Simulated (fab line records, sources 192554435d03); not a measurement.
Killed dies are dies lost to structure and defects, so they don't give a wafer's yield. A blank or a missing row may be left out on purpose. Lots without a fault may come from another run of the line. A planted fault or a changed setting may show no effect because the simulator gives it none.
Split-lot experiment | flow n5_finfet | 7 lots, 21 wafers read, on a route of 1938 steps

THE SPLIT
At N5_BEOL_M9_EXPOSE_25 (exposes mask V8), the setting dose_mj was moved away from the recipe's 37.25 on 4 of the 21 wafers read, by -4.2% to +6.8%. The other wafers ran this setting at the recipe's value.

FROM THE SPLIT TO THE READING: what the file shows between them, 2 steps
- N5_BEOL_M9_PEB_26: peb time 60 s
- N5_BEOL_M9_DEVELOP_27: develop time 30 s

THE READING
cd_nm, in nm, at N5_BEOL_M9_CD_MEAS_28 (target cd 70 nm). Fault-free wafers of this fab line usually give 69.94 nm, standard deviation 0.25 nm.

wafer  | tool, chamber at the split | dose_mj as run | against the recipe | cd_nm, nm | against lot-mates on the recipe
L076.1 | euv_scanner-01, 0          | 37.25          | recipe             | 69.91     | -
L076.3 | euv_scanner-01, 0          | 38.83          | +4.2%              | 71.56     | +1.40
L076.5 | euv_scanner-01, 0          | 37.25          | recipe             | 70.41     | -
L080.2 | euv_scanner-02, 0          | 37.25          | recipe             | 69.43     | -
L080.4 | euv_scanner-02, 0          | 37.25          | recipe             | 70.04     | -
L080.6 | euv_scanner-02, 0          | 37.25          | recipe             | 70.00     | -
L078.4 | euv_scanner-02, 0          | 37.25          | recipe             | 69.73     | -
L078.5 | euv_scanner-02, 0          | 37.25          | recipe             | 69.99     | -
L078.6 | euv_scanner-02, 0          | 37.25          | recipe             | 69.80     | -
L081.4 | euv_scanner-02, 0          | 37.25          | recipe             | 70.08     | -
L081.5 | euv_scanner-02, 0          | 37.25          | recipe             | 69.98     | -
L081.6 | euv_scanner-02, 0          | 37.25          | recipe             | 69.91     | -
L084.1 | euv_scanner-02, 0          | 37.25          | recipe             | 70.14     | -
L084.4 | euv_scanner-02, 0          | 37.25          | recipe             | 70.32     | -
L084.6 | euv_scanner-02, 0          | 39.8           | +6.8%              | 71.63     | +1.40
L086.2 | euv_scanner-02, 0          | 38.27          | +2.7%              | 70.06     | +0.37
L086.5 | euv_scanner-02, 0          | 37.25          | recipe             | 69.45     | -
L086.6 | euv_scanner-02, 0          | 37.25          | recipe             | 69.93     | -
L092.2 | euv_scanner-01, 0          | 37.25          | recipe             | 70.09     | -
L092.3 | euv_scanner-01, 0          | 37.25          | recipe             | 69.79     | -
L092.4 | euv_scanner-01, 0          | 35.67          | -4.2%              | 68.80     | -1.14

THE FIT
A straight line over all 21 wafers: cd_nm changes by +0.262 nm for each +1% of dose_mj; r = +0.88; the points scatter about the line by 0.3 nm.
The same after taking each lot's own level away (the mean of its wafers on the recipe; 21 wafers): +0.238 nm for each +1%; r = +0.92; scatter 0.22 nm.
On that fit, the largest move of dose_mj shifts the reading by 1.6 nm.
The lots' own levels span 69.690 to 70.230 nm, that is 2.2 times the standard deviation above.
So the lot-to-lot level changes the slope: the two fits differ.
Check: with one of the wafers moved furthest among these (+6.8%) left out of the fit, the line predicts +1.85 nm for it against its lot-mates. It came out at +1.4 nm against them.

THE FILE'S OWN FIT
cd_nm changes by +0.237 nm for each +1% of dose_mj, r = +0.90.
